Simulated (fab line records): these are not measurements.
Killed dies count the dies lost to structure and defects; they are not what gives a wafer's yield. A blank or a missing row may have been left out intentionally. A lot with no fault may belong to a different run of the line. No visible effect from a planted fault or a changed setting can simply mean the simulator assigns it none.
Matching of chambers -- flow n5Finfet -- pecvd-02 running N5_FIN_SAQP_PECVD_47: 3 sister chambers
The step deposits a-Si from SiH4/He, target thk 45 nm, time 36.3 s. 20 wafers are shown with their chamber, then 10 later ones without.

## EACH WAFER AND ITS CHAMBER
wafer,chamber,showerheadPlenumPTorr (Torr),heaterPowerW (W),throttleValvePct (%)
L074.1,2,5.649,845,18.2
L074.2,0,5.638,718,18.2
L074.6,1,5.662,797,17.8
L076.3,0,5.636,624,18.1
L076.4,2,5.619,909,18.4
L076.5,0,5.642,647,18.2
L079.1,0,5.644,630,18.4
L079.3,2,5.620,840,18.1
L079.4,1,5.657,824,17.8
L080.3,0,5.639,628,18.2
L080.4,1,5.656,802,17.8
L080.5,2,5.620,779,18.1
L087.2,2,5.617,806,18.1
L087.3,1,5.658,809,17.6
L087.4,2,5.634,805,18.2
L088.1,1,5.655,794,17.5
L088.3,2,5.625,825,17.7
L088.5,1,5.664,779,17.7
L089.2,2,5.618,849,18.1
L089.4,1,5.659,862,17.8

SIGNATURES (averages over the wafers above)
reading,chamber 0,chamber 1,chamber 2,scatter within a chamber
showerheadPlenumPTorr,5.63980,5.65871,5.62525,0.00751
heaterPowerW,649.40,809.57,832.25,35.4
throttleValvePct,18.220,17.714,18.113,0.154
Rule: for each reading, subtract the chamber's mean from the wafer's reading, divide by that reading's scatter and square the result; add these up over the readings and take the root, which gives the wafer's distance from the chamber. The wafer belongs to the nearest chamber; if the next one is less than 2 further off, it can't be placed. The scatter: take each reading less its chamber's mean, square it, sum over the shown wafers, divide by the number of wafers less the number of chambers, and take the root.

## WAFERS MISSING THEIR CHAMBER
wafer,showerheadPlenumPTorr (Torr),heaterPowerW (W),throttleValvePct (%)
L089.5,5.653,705,18.2
L091.2,5.631,852,18.2
L091.4,5.658,854,17.6
L091.5,5.640,691,18.4
L092.1,5.629,720,18.2
L092.2,5.674,814,17.3
L092.3,5.630,840,18.0
L097.2,5.672,866,18.0
L097.4,5.652,809,18.0
L097.6,5.636,741,18.5

## CHAMBER TAKEN BY EACH
wafer,from the rows above,in truth
L089.5,0,0
L091.2,2,2
L091.4,1,1
L091.5,0,0
L092.1,can't be placed: 0 or 2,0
L092.2,1,1
L092.3,2,2
L097.2,1,1
L097.4,can't be placed: 1 or 2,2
L097.6,can't be placed: 0 or 2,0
7 of 10 placed correctly. These rows do not allow placing 3 (true chamber among the candidates in 3). Number placed wrongly: 0.
